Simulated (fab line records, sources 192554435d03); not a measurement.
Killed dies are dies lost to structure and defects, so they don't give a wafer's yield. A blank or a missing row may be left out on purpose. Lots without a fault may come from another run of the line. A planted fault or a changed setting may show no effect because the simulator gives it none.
Problem report in the 8D (eight disciplines) form, filled by code | flow n5_finfet | the parts of the form that need people (team, actions taken, sign-off) are left out

1. THE PROBLEM
spin_speed_rpm at N5_BEOL_M12_COAT_66 reads a mean of 1595.6 rpm on 9 wafers of 3 lots; wafers without a fault read 1499.8 rpm with a standard deviation of 0.89. That is +99 or more standard deviations from the usual mean.
The step: time 60 s, resist thk 110 nm.
First seen on wafer L575.2, day 15 04:07, on litho_track-03. The record holds 30 wafers of 10 lots with a number at this step. Rule for "out", or "out of limits": more than 4 standard deviations from the usual mean. The other wafers with a number count as sound.

2. WHAT IT IS AND WHAT IT IS NOT
question                    | is                     | is not
which readings at this step | spin_speed_rpm         | exhaust_pa
which lots                  | L575, L576, L578       | L559, L560, L564, L566, L567, L568, L569
which wafers of those lots  | all that have a number | -
read on which tools         | litho_track-03         | litho_track-01, litho_track-02
when                        | from day 15 04:07      | up to then (21 sound wafers)

3. SUSPECTS, AND WHAT RULES EACH OUT
Counting: a tool at a process step up to the reading stays a suspect if it ran every lot that is out and no sound lot after the first of them.
- litho_track-03 at N5_BEOL_M12_COAT_66 (time 60 s, resist thk 110 nm): kept. It ran every lot that is out, first L575 (day 15 04:07), and no sound lot after that; its last sound lot up to then is L569 (day 14 11:55). Its own readings are out on those wafers: spin_speed_rpm.
Left after counting: litho_track-03 at N5_BEOL_M12_COAT_66.

4. THE CAUSE (what the simulator had put in)
Process parameter drift: litho_track-03, from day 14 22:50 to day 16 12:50, at N5_BEOL_M12_COAT_66. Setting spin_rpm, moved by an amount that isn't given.
Counting left only this tool.

5. THE CHAIN OF EFFECTS, in route order
Each row: a reading whose mean over the struck wafers that have a number lies more than 3 standard deviations from the usual. Only readings for which the record gives a usual standard deviation are gone through. hours: the time from each lot's start at the first step in this table that gives one to its start at this step, as a median over the lots. sigmas: the change in usual standard deviations.
hours | step                | reading        | usual      | on struck wafers | change | sigmas
0     | N5_BEOL_M12_COAT_66 | spin_speed_rpm | 1499.8 rpm | 1595.6           | +95.8  | +99 or more
The process steps in it:
- N5_BEOL_M12_COAT_66: time 60 s, resist thk 110 nm.

6. WHAT WOULD HAVE CAUGHT IT SOONER
In this record the first reading out of limits was taken at day 15 04:07, 5 hours after the fault began at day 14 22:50.
